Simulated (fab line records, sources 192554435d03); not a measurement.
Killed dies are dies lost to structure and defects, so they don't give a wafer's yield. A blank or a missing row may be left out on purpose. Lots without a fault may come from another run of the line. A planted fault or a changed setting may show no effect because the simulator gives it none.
fab line records | flow n5_finfet
record lots=7 wafers=39
route steps=1938 shown BEOL_M9@1405 BEOL_M12@1602 BEOL_M14@1763 PAD_METAL@1896 PASSIVATION@1897
start_h: hours from the record's first day to the start of the lot's first wafer shown | wait_h: hours since the lot's step before | " the same as in the row above | L1.1+2: a row that stands for several wafers | - no value, or no start given | * or withheld: withheld | < > ~ a bound
route shown NAME@n: a module of which the file shows steps, and the number in the route of the first | usual: mean/standard deviation of fault-free wafers | same: alike in all rows | chamber/n: place in a boat | sites: the reading at each site | _std_site: their standard deviation | _edge_site: outer sites' mean less inner sites' | radius_mm: how far each site lies from the wafer's centre | mask NAME#n: copy n | behind: the tool/chamber that last shaped the wafer | hold: why the lot was held/for how many hours/how that ended | device: the transistor (n, p or np) that didn't switch | end of line: the same wafers' tests at the end of the route | a step without rows: its recipe alone | killed: dies lost to structure and defects at the first sort, not the wafer's yield | map: a wafer's dies, x killed, . not, _ none there
set.NAME: the setting as run; set.NAME@STEP: as run at that earlier step | model.NAME: the simulator's own value behind a step, which no gauge read
lots whose settings were changed on purpose; a table a step, a row a wafer
## steps
# step N5_BEOL_M9_HM_DEP_02
# recipe material=TiN target_thk_a=200 temp_c=25 chamber_pressure_pa=0.49996
# columns lot.wafer tool chamber start_h wait_h set.target_thk_a model.TiN_of_BEOL_M9_HM_DEP_02.thk_nm
L074.1+5+6 pvd_sputter-01 - 207.27 1.5 200 20
L076.1 pvd_sputter-03 - 212.75 1.6 200 19.8
L076.2+5 " - " " 200 20
L076.3+6 " - " " 277.3 27.6
L076.4 " - " " 277.3 27.8
L079.1+2+6 pvd_sputter-03 - 228.54 0.5 200 20
L079.3+4+5 " - " " 200 20.2
L081.1 pvd_sputter-03 - 231.65 0.9 200 20
L081.2 " - " " 266.5 26.4
L081.3+5 " - " " 266.5 26.6
L081.4+6 " - " " 200 19.8
L089.1+2+5+6 pvd_sputter-03 - 291.38 0.0 200 20
L089.3+4 " - " " 200 19.8
L090.1+5 pvd_sputter-03 - 293.44 1.0 84.83 8.2
L090.2+4 " - " " 200 20
L090.3 " - " " 84.83 8.4
L090.6 " - " " 200 19.8
L092.1 pvd_sputter-01 - 323.05 0.7 315.4 31.2
L092.2+6 " - " " 315.4 31.4
L092.3+4 " - " " 200 20
L092.5 " - " " 200 19.8
# step N5_BEOL_M9_COAT_59
# recipe resist=SOC temp_c=250 time_s=60 spin_rpm=1500 resist_thk_nm=100
# step N5_BEOL_M9_COAT_60
# recipe resist=SiARC temp_c=220 time_s=60 spin_rpm=1500 resist_thk_nm=30
# step N5_BEOL_M9_STRIP_68
# recipe chemistry=N2/H2 temp_c=40 n2_flow_sccm=200 h2_flow_sccm=200 rf_frequency_hz=6e+07
# step N5_BEOL_M9_STRIP_67
# recipe chemistry=CF4 resist=SiARC power_w=300 bias_power_w=75 pressure_mtorr=50 cf4_flow_sccm=150 rf_frequency_hz=6e+07
# step N5_BEOL_M9_HM_OPEN_17
# recipe chemistry=Cl2/BCl3 target_depth_a=200 overetch_a=60 target=TiN mask_material=SOC ion_energy_ev=150 pressure_mtorr=10 icp_w=1000 bias_w=126 Cl2_flow_sccm=53.25 bcl3_flow_sccm=21.75 Ar_flow_sccm=25
# columns lot.wafer tool chamber start_h wait_h set.target_thk_a@BEOL_M9_HM_DEP_02 model.etch.depth_nm
L074.1 rie_metal-01 0 208.29 0.0 200 19.96
L074.5 " 0 " " 200 20.1
L074.6 " 1 " " 200 20.01
L076.1 rie_metal-02 1 213.62 0.0 200 19.81
L076.2 " 0 " " 200 20.02
L076.3 " 0 " " 277.3 26.58
L076.4 " 1 " " 277.3 25.93
L076.5 " 1 " " 200 20.03
L076.6 " 0 " " 277.3 26.33
L079.1 rie_metal-03 1 229.46 0.0 200 20.02
L079.2 " 0 " " 200 19.99
L079.3 " 0 " " 200 20.12
L079.4 " 1 " " 200 20.15
L079.5 " 0 " " 200 20.19
L079.6 " 1 " " 200 19.95
L081.1 rie_metal-02 0 232.96 0.0 200 19.97
L081.2 " 1 " " 266.5 26.07
L081.3 " 0 " " 266.5 26.29
L081.4 " 1 " " 200 19.83
L081.5 " 0 " " 266.5 26.13
L081.6 " 1 " " 200 19.8
L089.1 rie_metal-02 0 293.75 0.1 200 19.93
L089.2 " 1 " " 200 19.99
L089.3 " 1 " " 200 19.9
L089.4 " 0 " " 200 19.81
L089.5 " 1 " " 200 20.08
L089.6 " 0 " " 200 19.96
L090.1 rie_metal-03 0 294.91 0.0 84.83 8.265
L090.2 " 1 " " 200 19.97
L090.3 " 0 " " 84.83 8.432
L090.4 " 1 " " 200 19.92
L090.5 " 1 " " 84.83 8.208
L090.6 " 0 " " 200 19.72
L092.1 rie_metal-02 0 323.93 0.0 315.4 26.31
L092.2 " 1 " " 315.4 26.35
L092.3 " 1 " " 200 20.05
L092.4 " 0 " " 200 20.03
L092.5 " 0 " " 200 19.8
L092.6 " 1 " " 315.4 26.44
# step N5_BEOL_M12_ILD_DEP_00
# recipe material=SiOC target_thk_a=6589.2 temp_c=350 precursor=DEMS/O2 pressure_torr=5 rf_w=500 time_s=130.7
# columns lot.wafer tool chamber start_h wait_h set.target_thk_a model.SiOC_of_BEOL_M12_ILD_DEP_00.thk_nm
L074.1 pecvd-03 1 226.40 0.0 6589.2 660.4
L074.5 " 0 " " 6589.2 658.8
L074.6 " 2 " " 6589.2 659
L076.1 pecvd-03 1 230.03 0.0 7995 800.4
L076.2 " 0 " " 6589.2 660.2
L076.3 " 2 " " 7995 796.2
L076.4 " 1 " " 6589.2 676
L076.5 " 0 " " 7995 812.4
L076.6 " 2 " " 6589.2 662.6
L079.1 pecvd-02 1 252.93 0.0 7641 759.2
L079.2 " 0 " " 7641 747.8
L079.3 " 2 " " 6589.2 652
L079.4 " 0 " " 7641 765.8
L079.5 " 2 " " 6589.2 670
L079.6 " 1 " " 6589.2 669.4
L081.1 pecvd-02 0 258.16 0.0 7961 790
L081.2 " 2 " " 6589.2 662.8
L081.3 " 0 " " 7961 802.6
L081.4 " 2 " " 6589.2 668.2
L081.5 " 2 " " 6589.2 674.8
L081.6 " 0 " " 7961 804.4
L089.1+6 pecvd-04 1,0 318.93 0.0 6589.2 656.8
L089.2 " 0 " " 6589.2 653.8
L089.3 " 2 " " 6589.2 645.8
L089.4 " 2 " " 6589.2 659.4
L089.5 " 1 " " 6589.2 660
L090.1 pecvd-03 0 320.64 0.0 9378 928.6
L090.2 " 1 " " 9378 939.2
L090.3 " 2 " " 6589.2 654
L090.4 " 2 " " 6589.2 673.8
L090.5 " 1 " " 9378 948.2
L090.6 " 0 " " 6589.2 667.8
L092.1 pecvd-04 1 342.92 0.0 6589.2 650.4
L092.2 " 2 " " 6589.2 656.8
L092.3 " 0 " " 3829 384
L092.4 " 1 " " 6589.2 665.8
L092.5 " 2 " " 3829 389.6
L092.6 " 0 " " 3829 394.2
# step N5_BEOL_M12_THK_MEAS_01
# recipe reads=SiOC_of_BEOL_M12_ILD_DEP_00
# usual M12_ILD_THK=661/8.2
# columns lot.wafer tool chamber start_h wait_h set.target_thk_a@BEOL_M12_ILD_DEP_00 M12_ILD_THK[nm]
L074.1 film_metro-02 - 226.53 0.1 6589.2 660
L074.5 " - " " 6589.2 659
L074.6 " - " " 6589.2 659
L076.1 film_metro-01 - 230.16 0.1 7995 801
L076.2 " - " " 6589.2 661
L076.3 " - " " 7995 796
L076.4 " - " " 6589.2 676
L076.5 " - " " 7995 812
L076.6 " - " " 6589.2 663
L079.1 film_metro-02 - 253.06 0.1 7641 760
L079.2 " - " " 7641 748
L079.3 " - " " 6589.2 652
L079.4 " - " " 7641 766
L079.5 " - " " 6589.2 670
L079.6 " - " " 6589.2 669
L081.1 film_metro-01 - 258.34 0.1 7961 790
L081.2 " - " " 6589.2 663
L081.3 " - " " 7961 802
L081.4 " - " " 6589.2 668
L081.5 " - " " 6589.2 675
L081.6 " - " " 7961 804
L089.1 film_metro-02 - 319.06 0.1 6589.2 657
L089.2 " - " " 6589.2 654
L089.3 " - " " 6589.2 646
L089.4 " - " " 6589.2 659
L089.5 " - " " 6589.2 660
L089.6 " - " " 6589.2 657
L090.1 film_metro-02 - 320.77 0.1 9378 928
L090.2 " - " " 9378 940
L090.3 " - " " 6589.2 654
L090.4 " - " " 6589.2 674
L090.5 " - " " 9378 948
L090.6 " - " " 6589.2 668
L092.1 film_metro-02 - 343.05 0.1 6589.2 650
L092.2 " - " " 6589.2 657
L092.3 " - " " 3829 384
L092.4 " - " " 6589.2 666
L092.5 " - " " 3829 390
L092.6 " - " " 3829 394
# step N5_BEOL_M12_COAT_58
# recipe resist=BARC temp_c=205 time_s=60 spin_rpm=1500 resist_thk_nm=89
# step N5_BEOL_M12_COAT_04
# recipe spin_rpm=1625 resist_thk_nm=400
# step N5_BEOL_M12_DESCUM_15
# recipe chemistry=O2 time_s=7.9 source_power_w=50 bias_power_w=20 pressure_mtorr=20 rf_frequency_hz=2.712e+07 temp_c=40 o2_flow_sccm=225
# step N5_BEOL_M12_ETCH_59
# recipe chemistry=N2/H2 target=BARC target_depth_a=890 overetch_a=267 time_s=67.9 ion_energy_ev=200 pressure_mtorr=30 source_w=840 bias_w=150 n2_flow_sccm=200 h2_flow_sccm=200
# step N5_BEOL_M12_VIA_ETCH_16
# recipe chemistry=C4F8/O2/Ar target=SiOC pressure_mtorr=30 source_w=3000 bias_w=700 Ar_flow_sccm=400 C4F8_flow_sccm=15 O2_flow_sccm=8 he_inner_torr=15 he_outer_torr=30 target_depth_a=7248 time_s=withheld ion_energy_ev=250 ends=cleared
# columns lot.wafer tool chamber start_h wait_h set.target_thk_a@BEOL_M12_ILD_DEP_00 model.etch.depth_nm model.coat_of_BEOL_M12_COAT_04.thk_nm
L074.1 rie_diel-01 2 227.14 0.0 6589.2 660.5 123.4
L074.5 " 1 " " 6589.2 658.8 123
L074.6 " 2 " " 6589.2 658.9 122.6
L076.1 rie_diel-03 0 230.77 0.0 7995 800.5 82.6
L076.2 " 2 " " 6589.2 660.2 122.6
L076.3 " 1 " " 7995 796.2 84.4
L076.4 " 2 " " 6589.2 676.1 118.8
L076.5 " 1 " " 7995 812.4 77.6
L076.6 " 0 " " 6589.2 662.7 123.4
L079.1 rie_diel-01 3 253.71 0.0 7641 759.2 92.8
L079.2 " 0 " " 7641 747.9 96
L079.3 " 2 " " 6589.2 652.1 125.2
L079.4 " 1 " " 7641 765.9 91
L079.5 " 3 " " 6589.2 670 119.2
L079.6 " 2 " " 6589.2 669.3 120.2
L081.1 rie_diel-02 3 258.96 0.0 7961 790 85.4
L081.2 " 0 " " 6589.2 662.7 123.4
L081.3 " 2 " " 7961 802.5 82.8
L081.4 " 3 " " 6589.2 668.1 122.4
L081.5 " 2 " " 6589.2 674.8 119
L081.6 " 0 " " 7961 804.4 81.4
L089.1 rie_diel-01 2 319.66 0.0 6589.2 656.9 123.8
L089.2 " 1 " " 6589.2 653.8 123.6
L089.3 " 3 " " 6589.2 645.7 127
L089.4 " 0 " " 6589.2 659.4 120.2
L089.5 " 1 " " 6589.2 659.9 122
L089.6 " 2 " " 6589.2 656.8 123
L090.1 rie_diel-02 1 321.33 0.0 9378 928.6 44.2
L090.2 " 2 " " 9378 939.2 41.4
L090.3 " 3 " " 6589.2 653.9 125
L090.4 " 0 " " 6589.2 673.7 118.6
L090.5 " 0 " " 9378 948.2 38.4
L090.6 " 1 " " 6589.2 667.7 121.4
L092.1 rie_diel-01 0 343.65 0.0 6589.2 650.5 125.4
L092.2 " 1 " " 6589.2 656.9 124
L092.3 " 3 " " 3829 383.9 204.6
L092.4 " 2 " " 6589.2 665.8 121.8
L092.5 " 3 " " 3829 389.7 203
L092.6 " 0 " " 3829 394.1 202
# step N5_BEOL_M12_STRIP_63
# recipe chemistry=N2/H2 power_w=1000 temp_c=250 h2_frac=0.65 overash_fraction=0.3 pressure_mtorr=1000 n2_flow_sccm=1750 h2_flow_sccm=3250
# usual strip_time_to_endpoint_s=42.5/0.68
# columns lot.wafer tool chamber start_h wait_h set.target_thk_a@BEOL_M12_ILD_DEP_00 strip_time_to_endpoint_s
L074.1 plasma_asher-02 1 227.34 - 6589.2 42.6
L074.5 " 0 " " 6589.2 42.5
L074.6 " 1 " " 6589.2 42.4
L076.1 plasma_asher-02 1 230.97 - 7995 31.4
L076.2 " 0 " " 6589.2 42.3
L076.3 " 0 " " 7995 31.9
L076.4 " 1 " " 6589.2 41.3
L076.5 " 1 " " 7995 29.8
L076.6 " 0 " " 6589.2 42.6
L079.1 plasma_asher-01 1 253.91 - 7641 34.2
L079.2 " 0 " " 7641 35.1
L079.3 " 1 " " 6589.2 43.1
L079.4 " 0 " " 7641 33.7
L079.5 " 1 " " 6589.2 41.5
L079.6 " 0 " " 6589.2 41.7
L081.1 plasma_asher-01 1 259.16 - 7961 32.1
L081.2 " 0 " " 6589.2 42.6
L081.3 " 0 " " 7961 31.4
L081.4 " 1 " " 6589.2 42.3
L081.5 " 0 " " 6589.2 41.4
L081.6 " 1 " " 7961 31.0
L089.1 plasma_asher-01 0 319.86 - 6589.2 42.7
L089.2 " 1 " " 6589.2 42.7
L089.3 " 0 " " 6589.2 43.5
L089.4 " 1 " " 6589.2 41.7
L089.5 " 0 " " 6589.2 42.2
L089.6 " 1 " " 6589.2 42.5
L090.1 plasma_asher-02 0 321.53 - 9378 19.7
L090.2 " 1 " " 9378 18.9
L090.3 " 1 " " 6589.2 43.0
L090.4 " 0 " " 6589.2 41.3
L090.5 " 1 " " 9378 17.9
L090.6 " 0 " " 6589.2 42.1
L092.1 plasma_asher-02 0 343.85 - 6589.2 43.1
L092.2 " 1 " " 6589.2 42.8
L092.3 " 0 " " 3829 63.8
L092.4 " 1 " " 6589.2 42.2
L092.5 " 1 " " 3829 63.4
L092.6 " 0 " " 3829 63.2
# step N5_BEOL_M14_SPUTTER_44
# recipe material=Ta target_thk_a=150 temp_c=50 bias_v=80 power_w=15000 chamber_pressure_pa=0.07 time_s=24.19
# columns lot.wafer tool chamber start_h wait_h set.target_thk_a model.Ta_of_BEOL_M14_SPUTTER_44.thk_nm
L074.1 pvd_sputter-02 - 243.66 0.0 150 15.2
L074.5+6 " - " " 150 15
L076.1+3+6 pvd_sputter-01 - 244.65 0.0 150 15
L076.2+4+5 " - " " 235.8 23.6
L079.1+5 pvd_sputter-02 - 270.17 0.0 150 15.2
L079.2+4 " - " " 96.05 9.4
L079.3 " - " " 150 15
L079.6 " - " " 96.05 9.6
L081.1+5+6 pvd_sputter-03 - 276.03 0.0 210.6 20.8
L081.2+4 " - " " 150 14.8
L081.3 " - " " 150 15
L089.1+3+6 pvd_sputter-01 - 334.52 0.0 150 14.8
L089.2+4 " - " " 150 14.6
L089.5 " - " " 150 15
L090.1+3 pvd_sputter-03 - 338.21 0.0 150 15
L090.2 " - " " 150 14.8
L090.4+6 " - " " 232.4 23
L090.5 " - " " 232.4 23.2
L092.1 pvd_sputter-02 - 360.98 0.0 71.05 7
L092.2+5 " - " " 150 15.2
L092.3 " - " " 150 15
L092.4+6 " - " " 71.05 7.2
# step N5_BEOL_M14_SPUTTER_45
# recipe material=Cu target_thk_a=1000 temp_c=-20 bias_v=60 power_w=26000 chamber_pressure_pa=0.13 time_s=16.67
# step N5_BEOL_M14_ECD_47
# recipe material=Cu target_thk_a=12480
# step N5_BEOL_M14_ANNEAL_48
# recipe temp_c=225 time_s=90 ambient=N2
# step N5_BEOL_M14_CMP_49
# recipe stop_on=SiO2 t_overpolish_s=5.2 down_force_psi=2 platen_rpm=80 clearing_platen_down_force_psi=2 clearing_platen_rpm=80 post_cmp_clean=cu_alkaline target_thk_nm=560 clearing_platen_pad_velocity_m_s=1.5917 pad_velocity_m_s=1.5917
# usual barrier_field_endpoint_s=11.26/0.24
# columns lot.wafer tool chamber start_h wait_h set.target_thk_a@BEOL_M14_SPUTTER_44 barrier_field_endpoint_s
L074.1 cmp-02 0 244.38 0.3 150 11.06
L074.6 " 3 " " 150 10.93
L074.5 " 0 " " 150 10.93
L076.3 cmp-02 3 245.54 0.2 150 11.19
L076.1 " 0 " " 150 11.33
L076.4 " 1 " " 235.8 14.37
L076.2 " 2 " " 235.8 14.18
L076.5 " 3 " " 235.8 14.30
L076.6 " 0 " " 150 11.32
L079.4 cmp-04 1 270.87 0.1 96.05 9.12
L079.3 " 2 " " 150 10.99
L079.2 " 3 " " 96.05 9.12
L079.1 " 0 " " 150 11.23
L079.6 " 1 " " 96.05 8.97
L079.5 " 2 " " 150 11.30
L081.4 cmp-03 3 276.93 0.1 150 10.89
L081.1 " 0 " " 210.6 13.23
L081.3 " 1 " " 150 11.09
L081.2 " 2 " " 150 11.17
L081.5 " 3 " " 210.6 13.72
L081.6 " 0 " " 210.6 13.32
L089.4 cmp-03 2 335.20 0.1 150 11.06
L089.2 " 3 " " 150 10.91
L089.1 " 0 " " 150 10.88
L089.3 " 1 " " 150 10.97
L089.5 " 2 " " 150 10.99
L089.6 " 3 " " 150 10.80
L090.2 cmp-03 2 338.95 0.2 150 11.31
L090.1 " 3 " " 150 11.07
L090.4 " 0 " " 232.4 13.77
L090.3 " 1 " " 150 10.99
L090.5 " 2 " " 232.4 14.33
L090.6 " 3 " " 232.4 14.01
L092.1 cmp-04 1 362.18 0.3 71.05 8.24
L092.4 " 2 " " 71.05 8.76
L092.3 " 3 " " 150 11.76
L092.2 " 0 " " 150 11.58
L092.6 " 1 " " 71.05 8.50
L092.5 " 2 " " 150 11.46
# step N5_PASSIVATION_AL_DEP_21
# recipe material=Al target_thk_a=28000 temp_c=400 time_s=170 power_w=30000 chamber_pressure_pa=0.4 gas=Ar
# columns lot.wafer tool chamber start_h wait_h set.time_s model.Al_of_PASSIVATION_AL_DEP_21.thk_nm
L074.1 pvd_sputter-03 - 258.86 0.1 170 2804
L074.5 " - " " 170 2807
L074.6 " - " " 170 2829
L076.1 pvd_sputter-01 - 264.05 0.1 170 2840
L076.2 " - " " 170 2823
L076.3 " - " " 90.62 1536
L076.4 " - " " 90.62 1541
L076.5 " - " " 90.62 1509
L076.6 " - " " 170 2848
L079.1 pvd_sputter-02 - 287.16 0.1 127.9 2074
L079.2 " - " " 170 2730
L079.3 " - " " 170 2752
L079.4 " - " " 127.9 2037
L079.5 " - " " 127.9 2065
L079.6 " - " " 170 2735
L081.1 pvd_sputter-03 - 293.04 0.1 170 2793
L081.2 " - " " 170 2777
L081.3 " - " " 170 2786
L081.4 " - " " 136 2206
L081.5 " - " " 136 2245
L081.6 " - " " 136 2232
L089.1+6 pvd_sputter-03 - 348.36 0.1 265.7 4360
L089.2 " - " " 170 2797
L089.3 " - " " 170 2799
L089.4 " - " " 170 2811
L089.5 " - " " 265.7 4373
L090.1 pvd_sputter-01 - 352.79 0.1 170 2805
L090.2 " - " " 212.7 3521
L090.3 " - " " 170 2783
L090.4+5 " - " " 212.7 3522
L090.6 " - " " 170 2828
L092.1 pvd_sputter-01 - 374.27 0.1 170 2827
L092.2 " - " " 235.2 3915
L092.3 " - " " 170 2816
L092.4 " - " " 235.2 3906
L092.5 " - " " 170 2845
L092.6 " - " " 235.2 3924
# step N5_PASSIVATION_HMDS_23
# recipe time_s=60 temp_c=120
# step N5_PASSIVATION_COAT_24
# recipe spin_rpm=3000 resist_thk_nm=withheld
# step N5_PASSIVATION_DESCUM_32
# recipe chemistry=O2 time_s=7.9 source_power_w=50 bias_power_w=20 pressure_mtorr=20 rf_frequency_hz=2.712e+07 temp_c=40 o2_flow_sccm=225
# step N5_PASSIVATION_AL_ETCH_33
# recipe chemistry=Cl2/BCl3 target_depth_a=28000 over_etch_frac=0.15 Cl2_flow_sccm=180 bcl3_flow_sccm=60 target=Al stop_on=TaN time_s=466.7 ion_energy_ev=100 pressure_mtorr=10 icp_w=900 bias_w=100
# step N5_PASSIVATION_ETCH_59
# recipe chemistry=Cl2/BCl3 target=TaN target_depth_a=650 time_s=34.9 ion_energy_ev=100 pressure_mtorr=10 icp_w=900 bias_w=100 Cl2_flow_sccm=60 bcl3_flow_sccm=30
# usual oes_product_au=0.82/0.096
# columns lot.wafer tool chamber start_h wait_h set.time_s@PASSIVATION_AL_DEP_21 oes_product_au
L074.1 rie_metal-02 0 259.91 0.3 170 0.63
L074.5 " 0 " " 170 0.64
L074.6 " 1 " " 170 0.63
L076.1 rie_metal-01 1 265.26 0.3 170 0.81
L076.2 " 0 " " 170 0.89
L076.3 " 0 " " 90.62 0.89
L076.4 " 1 " " 90.62 0.81
L076.5 " 0 " " 90.62 0.89
L076.6 " 1 " " 170 0.80
L079.1 rie_metal-01 1 288.39 0.3 127.9 0.81
L079.2 " 0 " " 170 0.89
L079.3 " 0 " " 170 0.88
L079.4 " 1 " " 127.9 0.80
L079.5 " 1 " " 127.9 0.80
L079.6 " 0 " " 170 0.88
L081.1 rie_metal-01 1 294.09 0.3 170 0.80
L081.2 " 0 " " 170 0.87
L081.3 " 0 " " 170 0.88
L081.4 " 1 " " 136 0.80
L081.5 " 0 " " 136 0.88
L081.6 " 1 " " 136 0.80
L089.1 rie_metal-02 0 349.84 0.7 265.7 0.25
L089.2 " 0 " " 170 0.91
L089.3 " 0 " " 170 0.91
L089.4 " 0 " " 170 0.91
L089.5 " 0 " " 265.7 0.25
L089.6 " 0 " " 265.7 0.25
L090.1 rie_metal-02 0 354.36 0.7 170 0.89
L090.2 " 0 " " 212.7 0.40
L090.3 " 0 " " 170 0.90
L090.4 " 0 " " 212.7 0.42
L090.5 " 0 " " 212.7 0.35
L090.6 " 0 " " 170 0.91
L092.1 rie_metal-01 0 375.44 0.3 170 0.86
L092.2 " 1 " " 235.2 0.21
L092.3 " 1 " " 170 0.79
L092.4 " 0 " " 235.2 0.24
L092.5 " 0 " " 170 0.86
L092.6 " 1 " " 235.2 0.21
## key
split step=N5_BEOL_M9_HM_DEP_02 setting=target_thk_a stated=200 by=wafer
response step=N5_BEOL_M9_HM_DEP_02 reading=model.TiN_of_BEOL_M9_HM_DEP_02.thk_nm change=+0.2 per=1% r=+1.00
response step=N5_BEOL_M9_HM_OPEN_17 reading=model.etch.depth_nm change=+0.161 per=1% r=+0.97
split step=N5_BEOL_M12_ILD_DEP_00 setting=target_thk_a stated=6589.2 by=wafer
response step=N5_BEOL_M12_ILD_DEP_00 reading=model.SiOC_of_BEOL_M12_ILD_DEP_00.thk_nm change=+6.39 per=1% r=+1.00
response step=N5_BEOL_M12_THK_MEAS_01 reading=M12_ILD_THK change=+6.38 per=1% r=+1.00
response step=N5_BEOL_M12_VIA_ETCH_16 reading=model.etch.depth_nm change=+6.39 per=1% r=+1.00
response step=N5_BEOL_M12_VIA_ETCH_16 reading=model.coat_of_BEOL_M12_COAT_04.thk_nm change=-1.88 per=1% r=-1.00
response step=N5_BEOL_M12_STRIP_63 reading=strip_time_to_endpoint_s change=* per=1% r=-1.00
split step=N5_BEOL_M14_SPUTTER_44 setting=target_thk_a stated=150 by=wafer
response step=N5_BEOL_M14_SPUTTER_44 reading=model.Ta_of_BEOL_M14_SPUTTER_44.thk_nm change=+0.15 per=1% r=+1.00
response step=N5_BEOL_M14_CMP_49 reading=barrier_field_endpoint_s change=+0.0556 per=1% r=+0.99
split step=N5_PASSIVATION_AL_DEP_21 setting=time_s stated=170 by=wafer
response step=N5_PASSIVATION_AL_DEP_21 reading=model.Al_of_PASSIVATION_AL_DEP_21.thk_nm change=+28 per=1% r=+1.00
response step=N5_PASSIVATION_ETCH_59 reading=oes_product_au shape=bent at_lowest=0.87 at_stated=0.84 at_highest=0.25
